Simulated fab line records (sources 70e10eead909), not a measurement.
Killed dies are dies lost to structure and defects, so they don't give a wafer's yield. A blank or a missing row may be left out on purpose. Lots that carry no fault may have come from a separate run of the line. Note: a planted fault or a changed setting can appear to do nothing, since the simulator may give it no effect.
The same fault as seen by 2 desks || flow nand-harc || numbers are kept per desk, each desk with only its own; the story behind them comes last

THE DEFECT DESK
Per lot, the means of the sampled wafers with a number show what the inspections along the route counted. Marked OUT: a lot whose mean sits more than 4 standard deviations from the usual mean, which makes it out of limits; the brackets give that distance.
Columns: A = raw-defect-count at NHARC_A_CONTACT_INSPECT_44, usual 26
{"lot": "L659", "first seen here": "day 16 19:13", "A": 13}
{"lot": "L660", "first seen here": "day 16 23:35", "A": 23}
{"lot": "L661", "first seen here": "day 17 05:28", "A": 37}
{"lot": "L666", "first seen here": "day 17 23:42", "A": 31}
{"lot": "L665", "first seen here": "day 18 06:54", "A": "1328 (+99 or more) OUT"}
{"lot": "L668", "first seen here": "day 18 17:33", "A": "1331 (+99 or more) OUT"}
{"lot": "L673", "first seen here": "day 19 11:32", "A": 13}
{"lot": "L675", "first seen here": "day 20 17:03", "A": 37}
{"lot": "L680", "first seen here": "day 20 21:11", "A": 26}
{"lot": "L676", "first seen here": "day 21 01:55", "A": 53}
{"lot": "L678", "first seen here": "day 21 03:02", "A": 41}
{"lot": "L681", "first seen here": "day 21 08:56", "A": 12}
{"lot": "L682", "first seen here": "day 22 19:52", "A": 17}
This desk's verdict: out of limits on L665, L668, starting with L665 at day 18 06:54 (raw-defect-count at NHARC_A_CONTACT_INSPECT_44). Within limits: L659, L660, L661, L666, L673, L675, L680, L676, L678, L681, L682.

DESK OF THE TOOL OWNER: acl-dep-01
The tool's own readings at NHARC_A_CONTACT_DEP_28 (deposits aC, target thk 3600 nm): means of the sampled wafers that have a number, for each lot that ran on this tool. Marked OUT: a lot whose mean sits more than 4 standard deviations from the usual mean, which makes it out of limits; the brackets give that distance.
Columns: A = throttle-valve-pct at NHARC_A_CONTACT_DEP_28, usual 34.999 %
{"lot": "L665", "first seen here": "day 18 04:20", "A": 35.005}
{"lot": "L668", "first seen here": "day 18 14:33", "A": 35.003}
Result from this desk: across the 2 lots, nothing is out of limits.

ALL TOGETHER
The defect desk could have raised an alarm at day 18 06:54, on L665, L668.
The desk of the tool owner found nothing out of limits.
Tool owner's desk: L665, L668 on record, inside its limits.
The lots listed all ran NHARC_A_CONTACT_DEP_28 on acl-dep-01.

WHAT WAS PUT IN BY THE SIMULATOR
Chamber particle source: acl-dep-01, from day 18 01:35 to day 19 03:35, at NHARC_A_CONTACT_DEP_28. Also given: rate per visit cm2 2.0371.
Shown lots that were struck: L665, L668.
Hours from the fault's start to each desk's first reading out of limits: the defect desk, 5.
